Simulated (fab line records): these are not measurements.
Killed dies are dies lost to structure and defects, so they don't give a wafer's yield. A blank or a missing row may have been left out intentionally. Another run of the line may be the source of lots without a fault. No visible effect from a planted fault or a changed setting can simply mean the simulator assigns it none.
The same fault as seen by 2 desks | flow n5_finfet | numbers are kept per desk, each desk with only its own; the story behind them comes last

== TOOL OWNER'S DESK, arfi_scanner-03 ==
The tool's own readings at N5_PMOS_HMC_CHANNEL_EPI_EXPOSE_06 (exposes mask PMOS HMC BLK, target cd 240 nm): means of the sampled wafers that have a number, for each lot that ran on this tool. If a lot's mean is further than 4 standard deviations from the usual mean, the lot is out of limits and carries the mark OUT (the distance appears in the brackets).
Columns: A = exposure_dose_mJ_cm2 at N5_PMOS_HMC_CHANNEL_EPI_EXPOSE_06, usual 40.97; B = reticle_temp_C at N5_PMOS_HMC_CHANNEL_EPI_EXPOSE_06, usual 22.99 C
lot  | first seen here | A               | B
L218 | day 1 16:45     | 40.95           | 23.01
L220 | day 2 05:07     | 40.99           | 23.09
L230 | day 4 18:35     | 40.29 (-14) OUT | 22.99
L231 | day 4 22:43     | 40.26 (-14) OUT | 23.09
Finding of this desk: L230, L231 out of limits; the first was L230 at day 4 18:35, on exposure_dose_mJ_cm2 at N5_PMOS_HMC_CHANNEL_EPI_EXPOSE_06. Within limits: L218, L220.

== METROLOGY DESK ==
What the gauges read, lot by lot, whatever tool the lot ran on: means of the sampled wafers that have a number. If a lot's mean is further than 4 standard deviations from the usual mean, the lot is out of limits and carries the mark OUT (the distance appears in the brackets). Readings shown: 7 of its 11, picked as those furthest out on some lot.
Columns: A = NWELL_OVL at N5_WELL_APT_OVL_MEAS_09, usual 4 nm; B = DIBL_N at N5_BEOL_M4_RC_MEAS_101, usual 36.4 mV/V; C = IOFF_N at N5_BEOL_M4_RC_MEAS_101, usual 0.154 nA/um; D = ION_N at N5_BEOL_M4_RC_MEAS_101, usual 671 uA/um; E = SS_N at N5_BEOL_M4_RC_MEAS_101, usual 71.6 mV/dec; F = SS_P at N5_BEOL_M4_RC_MEAS_101, usual 73.4 mV/dec; G = VT_N at N5_BEOL_M4_RC_MEAS_101, usual 250.9 mV
lot  | first seen here | A  | B    | C     | D   | E    | F    | G
L218 | day 1 13:35     | 5  | 39.6 | 0.194 | 689 | 72.9 | 74.2 | 246.4
L220 | day 2 02:02     | 8  | 36.7 | 0.155 | 665 | 71.2 | 73.9 | 251.9
L223 | day 2 19:44     | 12 | 36.0 | 0.142 | 679 | 71.8 | 73.2 | 250.6
L230 | day 4 14:11     | 6  | 35.8 | 0.152 | 670 | 71.7 | 73.5 | 251.0
L231 | day 4 19:35     | 3  | 35.2 | 0.146 | 674 | 71.6 | 72.5 | 251.6
L233 | day 5 07:43     | 0  | 36.1 | 0.157 | 665 | 72.1 | 73.6 | 251.3
L234 | day 5 13:50     | 6  | 34.5 | 0.135 | 667 | 71.2 | 73.0 | 253.5
L238 | day 6 13:50     | 4  | 37.3 | 0.181 | 675 | 71.7 | 73.9 | 247.0
L240 | day 7 01:43     | 3  | 35.0 | 0.136 | 671 | 71.1 | 72.5 | 251.7
This desk's finding: nothing out of limits on any of the 9 lots.

== TAKEN TOGETHER ==
The tool owner's desk had the chance to raise an alarm at day 4 18:35 on L230, L231.
At the metrology desk, nothing out of limits was observed.
The metrology desk has L230, L231 on record, within its limits.
Of the lots named, all ran N5_PMOS_HMC_CHANNEL_EPI_EXPOSE_06 on arfi_scanner-03.

== WHAT WAS PUT IN BY THE SIMULATOR ==
Process parameter drift: arfi_scanner-03, from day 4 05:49 on, at N5_PMOS_HMC_CHANNEL_EPI_EXPOSE_06. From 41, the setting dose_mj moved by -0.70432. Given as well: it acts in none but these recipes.
Struck lots among those shown: L230, L231.
Delay in hours, fault start to first out-of-limits reading, by desk: the tool owner's desk at 13.
